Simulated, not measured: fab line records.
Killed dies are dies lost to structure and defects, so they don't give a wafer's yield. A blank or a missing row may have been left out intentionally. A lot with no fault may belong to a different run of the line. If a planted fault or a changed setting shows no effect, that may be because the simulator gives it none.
What tool caused it? | flow nand harc | 42 wafers from 14 lots sampled at 3 of the route's 1302 steps

## WHAT EACH GAUGE READ, for each wafer
NHARC_P_M0_INSPECT_11. Usual: raw defect count reads 4.2 (standard deviation 2.7).
lot  | measured     | on                | raw defect count | flag
L671 | day 6 11:14  | defect inspect-01 | 4 2 1            |
L672 | day 6 17:49  | defect inspect-01 | 1 4 4            |
L674 | day 7 20:02  | defect inspect-01 | 5 5 2            |
L676 | day 8 11:40  | defect inspect-01 | 2 7 5            |
L677 | day 8 12:29  | defect inspect-02 | 3 2 2            |
L678 | day 9 01:26  | defect inspect-02 | 3 2 2            |
L679 | day 9 07:20  | defect inspect-02 | 3 5 0            |
L680 | day 9 16:04  | defect inspect-02 | 4 5 7            |
L682 | day 10 15:19 | defect inspect-01 | 12 6 15          |
L683 | day 10 19:23 | defect inspect-01 | 2 2 8            |
L686 | day 12 09:41 | defect inspect-01 | 5 9 5            |
L687 | day 12 21:03 | defect inspect-02 | 3 10 10          |
L693 | day 15 02:42 | defect inspect-02 | 7 9 6            |
L694 | day 15 19:19 | defect inspect-01 | 1 3 3            |

## WHICH TOOL RAN EACH LOT (tool, then ch and the chambers of the sampled wafers, then the start)
lot  | NHARC_P_CONTACT_CMP_01        | NHARC_P_M0_DEP_00
L671 | cmp-02 ch 0,1, day 6 06:04    | pecvd-03 ch 0,1, day 6 10:25
L672 | cmp-04 ch 0,2,3, day 6 12:52  | pecvd-03 ch 0,1,2, day 6 16:58
L674 | cmp-02 ch 1,2,3, day 7 14:54  | pecvd-03 ch 0,1,2, day 7 19:08
L676 | cmp-03 ch 1,2,3, day 8 06:32  | pecvd-03 ch 0,1,2, day 8 10:40
L677 | cmp-02 ch 0,1,3, day 8 07:21  | pecvd-04 ch 0,1,2, day 8 11:31
L678 | cmp-04 ch 0,1,2, day 8 20:19  | pecvd-04 ch 1,2, day 9 00:31
L679 | cmp-02 ch 0,1, day 9 02:17    | pecvd-03 ch 0,2, day 9 06:32
L680 | cmp-04 ch 1,3, day 9 09:54    | pecvd-03 ch 1,2, day 9 15:07
L682 | cmp-03 ch 1,2, day 10 10:17   | pecvd-04 ch 0,1, day 10 14:29
L683 | cmp-03 ch 1,2,3, day 10 14:22 | pecvd-01 ch 0,2, day 10 18:28
L686 | cmp-03 ch 1,2,3, day 12 03:42 | pecvd-03 ch 1,2, day 12 08:18
L687 | cmp-02 ch 0,1,2, day 12 15:02 | pecvd-03 ch 0,1, day 12 19:15
L693 | cmp-03 ch 0,1,3, day 14 21:50 | pecvd-01 ch 0,1,2, day 15 01:52
L694 | cmp-02 ch 2,3, day 15 14:02   | pecvd-03 ch 1,2, day 15 18:21
- NHARC_P_CONTACT_CMP_01: polishes SiO2, target thk 200 nm.
- NHARC_P_M0_DEP_00: deposits SiOC, target thk 150 nm.

## WHAT THE TOOLS THEMSELVES READ (means of the sampled wafers that have a number; where no wafer has one, the mark that the record gives instead)
NHARC_P_CONTACT_CMP_01. Usual: motor current A reads 12.6 A (standard deviation 1.7).
lot  | tool   | motor current A (A) | flag
L671 | cmp-02 | 13.9                |
L672 | cmp-04 | 11.7                |
L674 | cmp-02 | 11.2                |
L676 | cmp-03 | 12.6                |
L677 | cmp-02 | 12.4                |
L678 | cmp-04 | 11.4                |
L679 | cmp-02 | 12.1                |
L680 | cmp-04 | 12.4                |
L682 | cmp-03 | 14.1                |
L683 | cmp-03 | 12.6                |
L686 | cmp-03 | 13.3                |
L687 | cmp-02 | 13.1                |
L693 | cmp-03 | 12.7                |
L694 | cmp-02 | 11.8                |

NHARC_P_M0_DEP_00. Usual: rf fwd power W reads 598.8 W (standard deviation 1.8).
lot  | tool     | rf fwd power W (W) | flag
L671 | pecvd-03 | 599.5              |
L672 | pecvd-03 | 600.5              |
L674 | pecvd-03 | 598.7              |
L676 | pecvd-03 | 599.3              |
L677 | pecvd-04 | 598.7              |
L678 | pecvd-04 | 597.4              |
L679 | pecvd-03 | 597.9              |
L680 | pecvd-03 | 599.3              |
L682 | pecvd-04 | 600.4              |
L683 | pecvd-01 | 598.3              |
L686 | pecvd-03 | 599.4              |
L687 | pecvd-03 | 599.1              |
L693 | pecvd-01 | 598.9              |
L694 | pecvd-03 | 599.7              |

## THE ANSWER, worked out from the rows above alone
Rule: lot off if the mean of its wafers having a number is beyond 3 standard deviations from the usual mean. Also off: a lot with no number at a reading for which 4 or more lots have one. The other lots that the step has rows for count as sound. Order of review: gauges by route order, followed by the tools' own readings, for which a lot's mean as printed above is used. At the first step where some lot is off, the reading lying furthest off is the one used; lots without a number count as furthest.
No lot is off on any of the readings shown, so nothing can be concluded from this.

## WHAT WAS PUT IN BY THE SIMULATOR
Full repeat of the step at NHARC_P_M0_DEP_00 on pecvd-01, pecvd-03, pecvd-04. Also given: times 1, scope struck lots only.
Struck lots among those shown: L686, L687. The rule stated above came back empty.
